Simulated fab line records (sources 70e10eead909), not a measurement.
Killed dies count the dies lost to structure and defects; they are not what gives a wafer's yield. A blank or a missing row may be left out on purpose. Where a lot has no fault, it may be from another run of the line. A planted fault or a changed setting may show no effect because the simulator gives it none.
One fault through the eyes of 3 desks / flow nand_harc / each desk has only its own numbers; what lay behind them comes last

AT THE METROLOGY DESK
What the gauges read for every lot (on any tool): the sampled wafers with a number, averaged. If a lot's mean is further than 4 standard deviations from the usual mean, the lot is out of limits and carries the mark OUT (the distance appears in the brackets).
Columns: A = thk_nm at NHARC_A_ONON_D1_THK_MEAS_34, usual 200.3 nm; B = cd_nm at NHARC_A_CHANNEL_HOLE_D1_CD_MEAS_10, usual 99.8 nm
lot=L550; first seen here=day 10 06:05; A=197.2; B=100.1
lot=L553; first seen here=day 11 12:59; A=200.2; B=99.6
lot=L556; first seen here=day 12 04:10; A=200.5; B=99.3
lot=L558; first seen here=day 13 06:01; A=202.6; B=99.9
lot=L559; first seen here=day 13 06:02; A=199.4; B=100.4
lot=L557; first seen here=day 13 06:06; A=200.2; B=100.4
lot=L565; first seen here=day 16 15:18; A=200.7; B=99.8
lot=L567; first seen here=day 16 23:06; A=198.6; B=99.2
lot=L566; first seen here=day 16 23:07; A=200.7; B=100.4
lot=L569; first seen here=day 17 14:50; A=199.1; B=99.3
lot=L568; first seen here=day 17 14:50; A=198.8; B=100.0
Result from this desk: across the 11 lots, nothing is out of limits.

FOR THE TOOL OWNER'S DESK: pecvd-01
The tool's own readings at NHARC_A_CHANNEL_HOLE_D1_DEP_01 (deposits SiON, target thk 140 nm): means of the sampled wafers that have a number, for each lot that ran on this tool. If a lot's mean is further than 4 standard deviations from the usual mean, the lot is out of limits and carries the mark OUT (the distance appears in the brackets).
Columns: A = heater_power_w at NHARC_A_CHANNEL_HOLE_D1_DEP_01, usual 766 W
lot=L550; first seen here=day 10 08:26; A=699
lot=L556; first seen here=day 12 07:23; A=712
lot=L558; first seen here=day 13 08:19; A=717
lot=L557; first seen here=day 13 09:39; A=676
lot=L565; first seen here=day 16 18:26; A=728
lot=L566; first seen here=day 17 02:10; A=655
lot=L569; first seen here=day 17 16:53; A=734
Result from this desk: across the 7 lots, nothing is out of limits.

THE DEFECT DESK
For each lot, the counts of the inspections along the route, averaged over the sampled wafers that have a number. If a lot's mean is further than 4 standard deviations from the usual mean, the lot is out of limits and carries the mark OUT (the distance appears in the brackets).
Columns: A = raw_defect_count at NHARC_A_CHANNEL_HOLE_D1_INSPECT_12, usual 6.2; B = raw_defect_count at NHARC_A_CHANNEL_HOLE_D1_INSPECT_40, usual 72
lot=L550; first seen here=day 10 09:17; A=7.3; B=43
lot=L553; first seen here=day 11 19:09; A=6.3; B=87
lot=L556; first seen here=day 12 08:07; A=4.3; B=47
lot=L558; first seen here=day 13 09:13; A=441.3 (+99 or more) OUT; B=531 (+18) OUT
lot=L559; first seen here=day 13 09:22; A=5.7; B=93
lot=L557; first seen here=day 13 10:35; A=452.7 (+99 or more) OUT; B=507 (+17) OUT
lot=L565; first seen here=day 16 19:15; A=7.3; B=71
lot=L567; first seen here=day 17 01:52; A=6.0; B=77
lot=L566; first seen here=day 17 03:00; A=7.3; B=39
lot=L569; first seen here=day 17 17:35; A=4.7; B=35
lot=L568; first seen here=day 17 18:23; A=4.7; B=63
This desk's finding: out of limits on L557, L558; first on L558, day 13 09:13 (raw_defect_count at NHARC_A_CHANNEL_HOLE_D1_INSPECT_12). Within limits: L550, L553, L556, L559, L565, L567, L566, L569, L568.

ALL TOGETHER
The defect desk could have raised an alarm at day 13 09:13, on L557, L558.
At the metrology desk, nothing out of limits was observed.
The desk of the tool owner found nothing out of limits.
The metrology desk holds a record of L557, L558, inside its limits.
On record at the tool owner's desk: L557, L558, within its limits.
Of the lots named, all ran NHARC_A_CHANNEL_HOLE_D1_DEP_01 on pecvd-01.

WHAT THE SIMULATOR HAD PUT IN
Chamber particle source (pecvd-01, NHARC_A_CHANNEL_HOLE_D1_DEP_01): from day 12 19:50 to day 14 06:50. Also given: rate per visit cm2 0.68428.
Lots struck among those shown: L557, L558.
Hours from the fault's start to each desk's first reading out of limits: the defect desk, 13.
